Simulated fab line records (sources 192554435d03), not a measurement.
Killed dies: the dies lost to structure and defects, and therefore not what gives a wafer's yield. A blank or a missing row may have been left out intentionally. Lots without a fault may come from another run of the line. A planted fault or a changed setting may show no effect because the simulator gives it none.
Matching of chambers | flow n5-finfet | N5_BEOL_M5_CMP_52 on cmp-03 has 4 sister chambers
The step polishes, stops on SiCOH lowk, t overpolish 6.9 s, target thk 62 nm. 8 wafers are shown with their chamber, then 9 later ones without.

== EACH WAFER AND ITS CHAMBER ==
wafer  | chamber | motor-current-A (A) | time-to-endpoint-s (s)
L080.2 | 0       | 5.4                 | 62
L084.5 | 0       | 6.1                 | 56
L085.1 | 1       | 6.6                 | 64
L085.2 | 3       | 5.1                 | 60
L085.6 | 1       | 6.4                 | 64
L087.3 | 3       | 4.9                 | 62
L087.4 | 2       | 5.9                 | 56
L087.5 | 2       | 5.8                 | 57

== WAFERS WITH NO CHAMBER GIVEN ==
wafer  | motor-current-A (A) | time-to-endpoint-s (s)
L090.4 | 5.0                 | 65
L090.5 | 5.7                 | 58
L090.6 | 6.6                 | 69
L089.2 | 6.4                 | 69
L089.5 | 6.2                 | 71
L089.6 | 5.7                 | 61
L096.1 | 4.8                 | 61
L096.3 | 6.1                 | 58
L096.5 | 6.2                 | 56

== THE CHAMBER EACH PASSED THROUGH ==
wafer  | from the rows above          | in truth
L090.4 | 3                            | 3
L090.5 | can't be placed: 0 or 2      | 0
L090.6 | 1                            | 1
L089.2 | 1                            | 1
L089.5 | 1                            | 1
L089.6 | can't be placed: 0 or 2 or 3 | 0
L096.1 | 3                            | 3
L096.3 | can't be placed: 2 or 0 or 1 | 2
L096.5 | can't be placed: 2 or 0      | 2
Correct placement for 5 of the 9. Can't be placed from these rows: 4 (the true chamber is among the candidates in 4). Wrongly placed: 0.
How it was worked out, from the rows above alone: a wafer's distance from a chamber is the root of the sum, over the readings, of the square of ((its reading less the chamber's mean) divided by the reading's scatter). The wafer belongs to the nearest chamber; if the next one is less than 2 further off, it can't be placed. Each chamber's mean is taken over the wafers shown for it. How the scatter is found: for the shown wafers, subtract from each reading the mean of its chamber, square and add these, divide the total by (wafers less chambers), then take the root.
